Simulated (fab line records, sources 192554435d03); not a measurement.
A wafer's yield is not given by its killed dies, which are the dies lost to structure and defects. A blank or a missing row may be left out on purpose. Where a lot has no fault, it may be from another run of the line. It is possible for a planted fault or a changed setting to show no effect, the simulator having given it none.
A lot that was struck, set against a sound lot	flow n5 finfet	19 out of 1938 route steps
Sound: these wafers, L577.2, L577.3, L577.5. The struck wafers were L588.1, L588.3, L588.5. Last of all comes the cause.
Order at every step that has rows: each side's tool, ch and its chambers, its first start. Under that, the readings that differ: sound wafers	struck wafers	difference of the means	sigmas: that difference in standard deviations of wafers without a fault.
alike: readings whose means differ by less than 2 such deviations, and words and numbers that are the same on both sides. not compared: withheld readings, readings that some wafer has no value for, bounds like >300 that may hide the same value, and numbers for which the record gives no deviation and whose values overlap.
The two part at a step that has a row with sigmas, a row that says differs or no value, or rows on one side only. When numbers do not overlap yet have no deviation, they are printed without sigmas and do not part them. A reading that every wafer of one side lacks parts them only if that side has two wafers or more.

first, 8 steps without rows for these wafers: N5_BEOL_M10_CMP_52 (polishes, stops on SiCOH lowk, t overpolish 7 s, target thk 140 nm); N5_BEOL_M10_PRE_CLEAN_55 (time 15 s); N5_BEOL_M10_DEP_56 (deposits SiCN from 3MS/NH3, target thk 15 nm, time 26.5 s); N5_BEOL_M11_ILD_DEP_00 (deposits SiCOH lowk from DEMS/porogen, target thk 308.51 nm, time 58 s); N5_BEOL_M11_CURE_71 (cures SiCOH lowk, time 240 s); N5_BEOL_M11_PECVD_70 (deposits SiO2 from TEOS/O2, target thk 20 nm, time 22.7 s); N5_BEOL_M11_HM_DEP_02 (deposits TiN, target thk 20 nm); N5_BEOL_M11_COAT_59 (time 60 s, resist thk 100 nm).
N5_BEOL_M11_COAT_60: time 60 s, resist thk 30 nm.
  sound on litho track-04 ch 0, day 12 07:20; struck on litho track-04 ch 0, day 15 01:04
reading	sound	struck	difference	sigmas
spin speed rpm (rpm)	1499.9 1499.8 1498.9	1643.3 1645.3 1645.1	+145.0	+99 or more
model.SiARC_of_BEOL_M11_COAT_60.thk nm (nm)	30 30 30	28.8 28.8 28.8	-1.2	
then, 7 steps without rows for these wafers: N5_BEOL_M11_COAT_05 (resist thk 90 nm); N5_BEOL_M11_EBR_07; N5_BEOL_M11_SOFTBAKE_06 (time 60 s); N5_BEOL_M11_EXPOSE_08 (exposes mask M11); N5_BEOL_M11_PEB_09 (peb time 60 s); N5_BEOL_M11_DEVELOP_10 (develop time 30 s); N5_BEOL_M11_DESCUM_16 (chemistry O2, time 7.9 s).
N5_BEOL_M11_ETCH_61: etches SiARC in CF4, target depth 39 nm, time 65 s.
  sound on rie diel-04 ch 1,3, day 12 07:50; struck on rie diel-03 ch 0,1,2, day 15 01:26
reading	sound	struck	difference	sigmas
etch rf on time s (s)	64.3 66.7 64.3	61.1 61.8 58.4	-4.7	-3
rf vpp V (V)	182.6 183.2 181.5	187.3 185.7 183.7	+3.1	+2
model.etch.depth nm (nm)	29.97 30 29.91	28.75 28.71 28.7	-1.24	
model.CAR-ArF_of_BEOL_M11_COAT_05.thk nm (nm)	55.6 55 55.2	56.6 56.8 56.6	+1.4	
  alike: drypump motor current A, oes product au, showerhead plenum p Torr, throttle valve pct
  not compared: rf hours counter h
N5_BEOL_M11_ETCH_62: etches SOC in N2/H2, target depth 110 nm, overetch 22 nm, time 165 s.
  sound on rie diel-04 ch 1,3, day 12 07:53; struck on rie diel-03 ch 0,1,2, day 15 01:29
reading	sound	struck	difference	sigmas
model.SiARC_of_BEOL_M11_COAT_60.thk nm (nm)	23.6 24 23.6	22.2 22.2 22	-1.6	
  alike: drypump motor current A, n2 flow sccm, oes product au, rf vpp V, showerhead plenum p Torr, throttle valve pct
  not compared: rf hours counter h
then, 1 step without rows for these wafers: N5_BEOL_M11_STRIP_68 (strips in N2/H2).

== WHERE THEY PART ==
First at N5_BEOL_M11_COAT_60; last, within this record, at N5_BEOL_M11_ETCH_61. Later steps at which nothing parts them and some readings are alike: N5_BEOL_M11_ETCH_62.

WHY: what the simulator had put in
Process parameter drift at N5_BEOL_M11_COAT_60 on litho track-04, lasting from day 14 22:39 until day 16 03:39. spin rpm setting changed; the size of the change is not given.
